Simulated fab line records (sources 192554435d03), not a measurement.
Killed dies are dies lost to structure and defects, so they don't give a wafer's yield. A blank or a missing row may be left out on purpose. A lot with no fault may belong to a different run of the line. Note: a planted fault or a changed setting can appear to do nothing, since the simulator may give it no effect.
fab line records	flow n5-finfet	part 1 of 2: steps 1 to 4 of 6
record lots=24	wafers=72	last-day=19
route steps=1938 shown BEOL_M14@1753 BEOL_M15@1783
lots that met no fault: from a run of the same line without faults
start-h: hours from the record's opening day to when the first of the lot's shown wafers began	wait-h: hours elapsed since this lot's preceding step	" unchanged from the row above	L1.1+2: a row that stands for several wafers	- either no value or no given start	* or withheld: withheld	< > ~ a bound
route shown NAME@n: a module of which the file shows steps, and the number in the route of the first	usual: mean and standard deviation over wafers with no fault	same: alike in all rows	chamber/n: place in a boat	sites: each site's reading	_std_site: how widely they spread, as a standard deviation	_edge_site: the outer-site mean with the inner-site mean subtracted	radius-mm: for every site, how far away it sits from the centre of the wafer	mask NAME#n: copy n	behind: the most recent tool/chamber to have shaped the wafer	hold: what put the lot on hold/how long, in hours/how the hold closed	device: the transistor (n, p or np) that didn't switch	end of line: at the end of the route, the tests of the same wafers	where a step has no rows: the recipe by itself	killed: not the wafer's yield, but the dies lost to structure and defects at the first sort	map: dies across one wafer; x = killed, . = not, _ = none there
set.NAME: the setting the step ran with; set.NAME@STEP: the setting that earlier step ran with	model.NAME: the simulator's own value behind a step, which no gauge read
one table for each step of the route and one row for each wafer, over a sample of lots
services: when a tool's chamber went out of use (start-h, in hours from the record's first day, below 0 if earlier), for how many hours, and the reason
## steps
# step N5_BEOL_M14_TRENCH_ETCH_34
# recipe chemistry=C4F8/O2/Ar	target=SiO2	target-depth-a=5566.5	mask-material=SOC	he-inner-torr=15	he-outer-torr=30	time-s=126.9	ion-energy-ev=800	pressure-mtorr=20	source-w=1905	bias-w=2040	Ar_flow_sccm=400	C4F8_flow_sccm=16	O2_flow_sccm=12
# usual drypump-motor-current-A=5.5/0.35	oes_f_703_au=0.76/0.08	oes-product-au=0.75/0.086	rf-vpp-V=2223/40	showerhead-plenum-p-Torr=3.42/0.094	throttle-valve-pct=31.12/0.2
lot.wafer	tool	chamber	start-h	wait-h	drypump-motor-current-A	oes_f_703_au	oes-product-au	rf-hours-counter-h	rf-vpp-V	showerhead-plenum-p-Torr	throttle-valve-pct
L074.1	rie-diel-02	2	243.39	0.0	5.3	0.70	0.69	221	2270	3.27	31.43
L074.3	"	0	"	"	6.1	0.74	0.74	179	2186	3.31	30.80
L074.5	"	2	"	"	5.3	0.70	0.70	-	2268	3.27	31.43
L077.1	rie-diel-01	3	266.50	0.0	5.7	0.72	0.73	216	2242	3.40	31.14
L077.4	"	2	"	"	5.7	0.78	0.77	128	2195	3.44	31.08
L077.6	"	2	"	"	5.6	0.79	0.77	-	2196	3.44	31.07
L076.1	rie-diel-06	0	268.57	0.0	5.2	0.70	0.68	239	2185	3.52	31.28
L076.4	"	2	"	"	5.1	0.67	0.67	230	2231	3.56	31.11
L076.6	"	2	"	"	5.1	0.67	0.68	-	2231	3.56	31.12
L075.2	rie-diel-06	1	273.56	0.0	5.2	0.90	0.92	30	2254	3.40	31.11
L075.4	"	3	"	"	5.9	0.73	0.72	204	2157	3.30	31.17
L075.6	"	3	"	"	5.9	0.73	0.73	-	2157	3.30	31.18
L078.2	rie-diel-06	0	284.93	0.0	5.2	0.70	0.67	246	2184	3.52	31.27
L078.4	"	1	"	"	5.2	0.90	0.92	34	2253	3.40	31.13
L078.6	"	0	"	"	5.2	0.70	0.68	-	2184	3.52	31.28
L080.1	rie-diel-01	2	301.41	0.0	5.6	0.77	0.75	141	2192	3.44	31.08
L080.3	"	1	"	"	5.8	0.83	0.84	70	2261	3.48	30.87
L080.5	"	0	"	"	5.7	0.78	0.78	-	2241	3.47	31.20
L082.1	rie-diel-01	1	305.89	0.0	5.7	0.83	0.83	72	2261	3.48	30.85
L082.4	"	2	"	"	5.6	0.78	0.76	142	2194	3.44	31.10
L082.5	"	0	"	"	5.8	0.78	0.78	-	2240	3.47	31.18
L079.2	rie-diel-06	2	306.86	0.0	5.1	0.66	0.67	245	2231	3.55	31.14
L079.3	"	0	"	"	5.2	0.70	0.67	253	2185	3.52	31.30
L079.5	"	3	"	"	5.9	0.72	0.72	-	2156	3.29	31.18
L081.1	rie-diel-02	3	309.60	0.0	5.1	0.71	0.71	225	2280	3.54	31.49
L081.2	"	1	"	"	5.3	0.72	0.73	188	2190	3.41	30.94
L081.6	"	1	"	"	5.3	0.71	0.72	-	2191	3.41	30.93
L083.2	rie-diel-02	2	310.22	0.0	5.3	0.69	0.68	242	2268	3.26	31.44
L083.4	"	1	"	"	5.2	0.72	0.71	188	2189	3.41	30.93
L083.6	"	0	"	"	6.1	0.73	0.73	-	2184	3.30	30.82
L085.2	rie-diel-02	3	332.62	0.0	5.1	0.70	0.70	235	2280	3.53	31.48
L085.5	"	3	"	"	5.1	0.70	0.70	-	2281	3.53	31.49
L085.6	"	0	"	"	6.1	0.73	0.72	-	2185	3.29	30.81
L084.2	rie-diel-02	2	333.73	0.0	5.3	0.68	0.67	249	2269	3.26	31.44
L084.5	"	3	"	"	5.1	0.70	0.69	-	2281	3.53	31.49
L084.6	"	2	"	"	5.3	0.68	0.67	-	2270	3.26	31.44
L086.1	rie-diel-06	2	343.36	0.0	5.1	0.66	0.66	257	2232	3.54	31.14
L086.3	"	3	"	"	5.9	0.71	0.71	229	2156	3.29	31.19
L086.5	"	1	"	"	5.2	0.86	0.89	-	2252	3.39	31.15
L089.1	rie-diel-02	0	345.14	0.0	6.2	0.72	0.73	214	2184	3.29	30.83
L089.4	"	1	"	"	5.2	0.71	0.71	-	2190	3.41	30.95
L089.6	"	0	"	"	6.2	0.72	0.72	-	2184	3.29	30.84
L087.2	rie-diel-02	1	345.75	0.0	5.3	0.71	0.71	203	2190	3.41	30.93
L087.3	"	3	"	"	5.1	0.70	0.69	240	2280	3.53	31.51
L087.6	"	0	"	"	6.1	0.72	0.72	-	2184	3.29	30.83
L088.2	rie-diel-06	2	346.56	0.0	5.2	0.66	0.66	259	2231	3.54	31.14
L088.3	"	1	"	"	5.2	0.85	0.87	58	2252	3.39	31.13
L088.4	"	1	"	"	5.2	0.86	0.88	-	2251	3.39	31.13
L090.3	rie-diel-02	0	348.24	0.0	6.2	0.72	0.71	216	2183	3.29	30.83
L090.4	"	3	"	"	5.1	0.69	0.69	-	2281	3.53	31.49
L090.6	"	0	"	"	6.2	0.71	0.72	-	2184	3.29	30.82
L091.2	rie-diel-01	1	357.14	0.0	5.7	0.81	0.81	89	2259	3.47	30.89
L091.5	"	0	"	"	5.8	0.76	0.75	-	2238	3.46	31.20
L091.6	"	1	"	"	5.7	0.81	0.81	-	2261	3.47	30.89
L092.3	rie-diel-06	3	368.94	0.0	5.9	0.70	0.70	242	2153	3.28	31.20
L092.5	"	0	"	"	5.3	0.99	0.98	-	2184	3.51	30.94
L092.6	"	1	"	"	5.2	0.85	0.86	-	2252	3.38	31.15
L093.2	rie-diel-01	0	380.53	0.0	5.8	0.75	0.74	145	2238	3.45	31.21
L093.3	"	2	"	"	5.6	0.75	0.73	169	2189	3.42	31.10
L093.4	"	2	"	"	5.7	0.75	0.73	-	2193	3.42	31.11
L095.2	rie-diel-01	0	395.14	0.0	5.7	0.75	0.75	151	2239	3.45	31.23
L095.5	"	0	"	"	5.7	0.75	0.74	-	2237	3.45	31.24
L095.6	"	1	"	"	5.8	0.79	0.80	-	2260	3.46	30.89
L094.3	rie-diel-06	2	398.85	0.0	5.1	0.94	0.97	4	2230	3.53	30.94
L094.5	"	0	"	"	5.2	0.94	0.93	-	2184	3.51	30.97
L094.6	"	1	"	"	5.2	0.83	0.85	-	2250	3.37	31.18
L096.1	rie-diel-01	1	401.52	0.0	5.7	0.79	0.80	108	2259	3.46	30.91
L096.2	"	2	"	"	5.7	0.74	0.72	177	2192	3.42	31.13
L096.5	"	2	"	"	5.7	0.74	0.73	-	2193	3.42	31.13
L097.3	rie-diel-02	0	415.84	0.0	6.2	0.70	0.69	244	2182	3.27	30.85
L097.4	"	1	"	"	5.3	0.70	0.70	221	2189	3.40	30.95
L097.5	"	0	"	"	6.2	0.70	0.70	-	2182	3.27	30.86
# step N5_BEOL_M14_STRIP_37
# recipe chemistry=O2	power-w=600	temp-c=60	pressure-mtorr=30	rf-frequency-hz=6e+07	bias-power-w=0	overash-fraction=0.3	o2-flow-sccm=225
# usual drypump-motor-current-A=5.5/0.33	oes-product-au=0.77/0.089	rf-vpp-V=3.7/1	showerhead-plenum-p-Torr=2.08/0.063	throttle-valve-pct=16.81/0.23
lot.wafer	tool	chamber	start-h	wait-h	drypump-motor-current-A	oes-product-au	rf-hours-counter-h	rf-vpp-V	showerhead-plenum-p-Torr	throttle-valve-pct
L074.1	rie-diel-06	2	244.66	1.1	5.1	0.66	221	5.6	2.14	16.76
L074.3	"	0	"	"	5.2	0.69	231	4.4	2.17	17.21
L074.5	"	3	"	"	5.9	0.73	-	3.3	1.99	16.78
L077.1	rie-diel-06	1	270.10	3.4	5.2	0.93	28	2.1	2.03	16.41
L077.4	"	2	"	"	5.1	0.68	230	5.7	2.14	16.78
L077.6	"	2	"	"	5.1	0.67	-	3.4	2.14	16.77
L076.1	rie-diel-01	1	270.24	1.5	5.7	0.85	59	3.7	2.12	16.55
L076.4	"	2	"	"	5.6	0.77	129	2.1	2.11	16.89
L076.6	"	3	"	"	5.7	0.71	-	4.9	2.06	16.94
L075.2	rie-diel-01	1	275.66	1.9	5.7	0.85	60	4.0	2.11	16.54
L075.4	"	3	"	"	5.7	0.72	218	4.8	2.06	16.94
L075.6	"	0	"	"	5.8	0.80	-	3.4	2.11	16.78
L078.2	rie-diel-06	0	286.80	1.7	5.2	0.67	246	2.9	2.17	17.24
L078.4	"	2	"	"	5.1	0.68	236	4.8	2.14	16.80
L078.6	"	2	"	"	5.1	0.67	-	4.5	2.14	16.79
L080.1	rie-diel-02	1	302.56	1.0	5.2	0.73	184	4.9	2.10	16.79
L080.3	"	0	"	"	6.2	0.74	197	4.4	1.99	16.64
L080.5	"	2	"	"	5.3	0.69	-	2.8	1.98	17.22
L082.1	rie-diel-01	2	306.79	0.7	5.7	0.76	142	4.9	2.10	16.93
L082.4	"	0	"	"	5.7	0.78	116	2.2	2.11	16.82
L082.5	"	2	"	"	5.7	0.75	-	4.2	2.10	16.89
L079.2	rie-diel-02	1	307.79	0.8	5.2	0.73	186	3.1	2.10	16.83
L079.3	"	3	"	"	5.1	0.71	224	2.8	2.17	17.26
L079.5	"	3	"	"	5.1	0.69	-	4.3	2.17	17.25
L081.1	rie-diel-06	3	309.80	0.0	5.9	0.71	217	2.7	1.98	16.82
L081.2	"	0	"	"	5.2	0.67	254	2.5	2.17	17.23
L081.6	"	0	"	"	5.2	0.67	-	3.0	2.17	17.24
L083.2	rie-diel-02	1	310.67	0.3	5.2	0.72	188	3.4	2.10	16.80
L083.4	"	0	"	"	6.2	0.73	200	4.3	1.99	16.69
L083.6	"	3	"	"	5.1	0.70	-	3.7	2.18	17.25
L085.2	rie-diel-06	1	339.88	7.1	5.2	0.88	54	2.3	2.03	16.43
L085.5	"	2	"	"	5.1	0.68	-	3.5	2.13	16.88
L085.6	"	1	"	"	5.2	0.87	-	4.0	2.03	16.46
L084.2	rie-diel-01	0	340.18	6.3	5.7	0.77	128	3.0	2.10	16.83
L084.5	"	0	"	"	5.7	0.77	-	2.9	2.10	16.86
L084.6	"	3	"	"	5.7	0.70	-	4.2	2.05	17.00
L086.1	rie-diel-06	2	344.12	0.6	5.1	0.67	257	3.8	2.13	16.83
L086.3	"	1	"	"	5.2	0.86	56	6.1	2.03	16.43
L086.5	"	3	"	"	5.9	0.71	-	2.5	1.98	16.82
L087.2	rie-diel-02	0	346.75	0.8	6.1	0.72	215	5.5	1.99	16.69
L087.3	"	1	"	"	5.2	0.73	203	2.5	2.09	16.84
L087.6	"	0	"	"	6.2	0.72	-	2.6	1.99	16.73
L089.1	rie-diel-01	0	346.75	1.5	5.7	0.78	130	4.5	2.10	16.82
L089.4	"	1	"	"	5.8	0.83	86	3.5	2.10	16.59
L089.6	"	3	"	"	5.7	0.71	-	4.3	2.05	16.96
L088.2	rie-diel-01	1	347.61	0.9	5.7	0.81	86	2.5	2.11	16.65
L088.3	"	2	"	"	5.6	0.74	156	6.3	2.10	16.92
L088.4	"	3	"	"	5.7	0.70	244	1.9	2.05	16.94
L090.3	rie-diel-02	3	349.53	1.1	5.1	0.70	243	1.5	2.17	17.25
L090.4	"	3	"	"	5.1	0.70	-	3.5	2.17	17.29
L090.6	"	0	"	"	6.1	0.71	-	3.0	1.99	16.73
L091.2	rie-diel-01	0	358.91	1.6	5.8	0.78	134	3.4	2.10	16.82
L091.5	"	3	"	"	5.7	0.69	-	5.5	2.05	17.00
L091.6	"	0	"	"	5.7	0.77	-	3.2	2.10	16.82
L092.3	rie-diel-01	0	370.43	1.3	5.7	0.77	140	4.4	2.10	16.83
L092.5	"	1	"	"	5.7	0.83	-	5.0	2.10	16.61
L092.6	"	0	"	"	5.8	0.77	-	3.0	2.10	16.85
L093.2	rie-diel-06	1	382.30	1.6	5.2	0.84	74	4.2	2.02	16.46
L093.3	"	3	"	"	5.9	0.70	248	1.4	1.97	16.86
L093.4	"	0	"	"	5.2	0.95	-	2.4	2.16	16.76
L095.2	rie-diel-06	1	395.48	0.2	5.2	0.85	80	3.8	2.02	16.51
L095.5	"	2	"	"	5.1	0.99	-	3.7	2.12	16.39
L095.6	"	0	"	"	5.2	0.94	-	5.0	2.16	16.72
L094.3	rie-diel-01	3	403.03	4.0	5.8	0.96	7	3.3	2.05	16.54
L094.5	"	1	"	"	5.7	0.80	-	4.1	2.10	16.64
L094.6	"	2	"	"	5.6	0.71	-	4.3	2.09	16.98
L096.1	rie-diel-02	2	403.57	1.9	5.3	0.93	17	2.6	2.23	16.82
L096.2	"	3	"	"	5.1	0.98	3	2.7	2.16	16.75
L096.5	"	0	"	"	6.1	0.69	-	3.0	1.98	16.75
L097.3	rie-diel-01	2	418.55	2.5	5.7	0.73	183	3.5	2.09	16.95
L097.4	"	3	"	"	5.7	0.94	-	4.3	2.05	16.57
L097.5	"	0	"	"	5.8	0.76	-	2.8	2.09	16.86
# step N5_BEOL_M14_DEP_53
# recipe material=SiCN	target-thk-a=500	temp-c=withheld	precursor=3MS/NH3	pressure-torr=3	rf-w=675	time-s=17.8
# usual showerhead-plenum-p-Torr=4.151/0.018	throttle-valve-pct=17.5/0.73
lot.wafer	tool	chamber	start-h	wait-h	showerhead-plenum-p-Torr	throttle-valve-pct
L074.1	pecvd-04	1	247.05	0.0	4.148	18.9
L074.3	"	0	"	"	4.128	16.9
L074.5	"	1	"	"	4.132	19.2
L077.1	pecvd-04	1	271.79	0.0	4.144	19.0
L077.4	"	1	"	"	4.144	18.8
L077.6	"	0	"	"	4.122	17.2
L076.1	pecvd-04	0	271.96	0.0	4.123	16.9
L076.4	"	0	"	"	4.116	16.8
L076.6	"	2	"	"	4.147	17.2
L075.2	pecvd-04	0	277.72	0.0	4.122	16.8
L075.4	"	1	"	"	4.144	19.1
L075.6	"	2	"	"	4.172	17.3
L078.2	pecvd-02	0	288.53	0.0	4.153	17.8
L078.4	"	1	"	"	4.134	17.2
L078.6	"	0	"	"	4.154	17.8
L080.1	pecvd-03	2	304.10	0.0	4.176	17.0
L080.3	"	1	"	"	4.177	17.2
L080.5	"	1	"	"	4.188	17.4
L082.1	pecvd-02	1	308.26	0.0	4.142	17.6
L082.4	"	1	"	"	4.124	17.4
L082.5	"	2	"	"	4.169	16.7
L079.2	pecvd-03	0	309.40	0.0	4.140	19.1
L079.3	"	1	"	"	4.184	17.2
L079.5	"	0	"	"	4.151	18.9
L081.1	pecvd-03	2	311.66	0.0	4.180	17.2
L081.2	"	0	"	"	4.146	18.8
L081.6	"	2	"	"	4.170	17.0
L083.2	pecvd-02	2	312.37	0.0	4.162	17.0
L083.4	"	2	"	"	4.158	17.0
L083.6	"	1	"	"	4.131	17.1
L085.2	pecvd-02	0	341.56	0.0	4.146	17.7
L085.5	"	1	"	"	4.133	17.9
L085.6	"	0	"	"	4.152	17.8
L084.2	pecvd-04	1	342.25	0.0	4.150	19.2
L084.5	"	1	"	"	4.149	19.1
L084.6	"	0	"	"	4.125	17.4
L086.1	pecvd-04	0	345.86	0.0	4.113	17.0
L086.3	"	1	"	"	4.150	19.4
L086.5	"	1	"	"	4.141	19.0
L087.2	pecvd-04	2	348.61	0.0	4.165	17.1
L087.3	"	0	"	"	4.116	17.5
L087.6	"	2	"	"	4.169	17.3
L089.1	pecvd-03	1	348.61	0.0	4.200	17.5
L089.4	"	2	"	"	4.166	17.0
L089.6	"	1	"	"	4.185	17.2
L088.2	pecvd-02	2	349.29	0.0	4.166	16.8
L088.3	"	1	"	"	4.126	17.6
L088.4	"	1	"	"	4.138	17.3
L090.3	pecvd-04	1	351.25	0.0	4.136	19.1
L090.4	"	1	"	"	4.135	19.1
L090.6	"	0	"	"	4.119	17.1
L091.2	pecvd-02	1	360.93	0.0	4.140	17.3
L091.5	"	0	"	"	4.151	17.6
L091.6	"	1	"	"	4.145	17.5
L092.3	pecvd-02	2	372.19	0.0	4.161	16.9
L092.5	"	1	"	"	4.140	17.6
L092.6	"	0	"	"	4.151	17.7
L093.2	pecvd-02	0	384.01	0.0	4.141	17.8
L093.3	"	0	"	"	4.149	17.6
L093.4	"	2	"	"	4.163	17.0
L095.2	pecvd-02	2	397.38	0.0	4.159	17.0
L095.5	"	0	"	"	4.156	17.8
L095.6	"	2	"	"	4.169	16.9
L094.3	pecvd-02	2	405.16	0.0	4.167	16.8
L094.5	"	2	"	"	4.164	17.0
L094.6	"	0	"	"	4.140	17.9
L096.1	pecvd-02	2	405.84	0.0	4.155	17.0
L096.2	"	0	"	"	4.154	17.8
L096.5	"	0	"	"	4.155	17.7
L097.3	pecvd-02	0	420.74	0.0	4.137	18.0
L097.4	"	1	"	"	4.135	16.5
L097.5	"	2	"	"	4.169	17.1
# step N5_BEOL_M15_CD_MEAS_10
# recipe target-cd-nm=360	landing-energy-ev=500	detector=se-inlens	polarity=opening
# usual cd-nm=361.0/1.4
lot.wafer	tool	chamber	start-h	wait-h	cd-nm
L074.1	cd-sem-01	0	247.74	-	363.2
L074.3	"	0	"	"	362.8
L074.5	"	0	"	"	361.7
L077.1	cd-sem-01	0	272.47	-	361.6
L077.4	"	0	"	"	360.8
L077.6	"	0	"	"	362.9
L076.1	cd-sem-03	0	272.77	-	362.1
L076.4	"	0	"	"	361.7
L076.6	"	0	"	"	361.8
L075.2	cd-sem-03	0	278.41	-	362.3
L075.4	"	0	"	"	360.4
L075.6	"	0	"	"	362.7
L078.2	cd-sem-02	0	289.22	-	360.0
L078.4	"	0	"	"	359.0
L078.6	"	0	"	"	359.6
L080.1	cd-sem-01	0	304.91	-	361.3
L080.3	"	0	"	"	361.8
L080.5	"	0	"	"	362.7
L082.1	cd-sem-03	0	309.07	-	362.1
L082.4	"	0	"	"	358.4
L082.5	"	0	"	"	362.9
L079.2	cd-sem-02	0	310.08	-	358.6
L079.3	"	0	"	"	359.9
L079.5	"	0	"	"	359.9
L081.1	cd-sem-01	0	312.57	-	357.6
L081.2	"	0	"	"	360.0
L081.6	"	0	"	"	359.7
L083.2	cd-sem-01	0	313.17	-	363.6
L083.4	"	0	"	"	363.6
L083.6	"	0	"	"	360.9
L085.2	cd-sem-03	0	342.36	-	361.6
L085.5	"	0	"	"	361.1
L085.6	"	0	"	"	363.7
L084.2	cd-sem-02	0	343.05	-	361.8
L084.5	"	0	"	"	362.3
L084.6	"	0	"	"	360.2
L086.1	cd-sem-02	0	346.54	-	361.6
L086.3	"	0	"	"	360.3
L086.5	"	0	"	"	363.1
L087.2	cd-sem-03	0	349.42	-	361.6
L087.3	"	0	"	"	361.4
L087.6	"	0	"	"	360.5
L089.1	cd-sem-01	0	349.58	-	360.9
L089.4	"	0	"	"	358.8
L089.6	"	0	"	"	359.8
L088.2	cd-sem-02	0	350.10	-	358.6
L088.3	"	0	"	"	362.6
L088.4	"	0	"	"	361.1
L090.3	cd-sem-02	0	352.06	-	361.7
L090.4	"	0	"	"	361.1
L090.6	"	0	"	"	361.0
L091.2	cd-sem-02	0	361.72	-	361.0
L091.5	"	0	"	"	361.7
L091.6	"	0	"	"	360.4
L092.3	cd-sem-03	0	372.88	-	362.1
L092.5	"	0	"	"	360.3
L092.6	"	0	"	"	362.9
L093.2	cd-sem-02	0	384.82	-	360.7
L093.3	"	0	"	"	360.3
L093.4	"	0	"	"	360.8
L095.2	cd-sem-02	0	398.34	-	359.8
L095.5	"	0	"	"	359.9
L095.6	"	0	"	"	360.6
L094.3	cd-sem-01	0	406.07	-	359.7
L094.5	"	0	"	"	363.1
L094.6	"	0	"	"	359.8
L096.1	cd-sem-01	0	406.55	-	361.4
L096.2	"	0	"	"	362.1
L096.5	"	0	"	"	360.5
L097.3	cd-sem-01	0	421.43	-	361.8
L097.4	"	0	"	"	362.5
L097.5	"	0	"	"	361.1
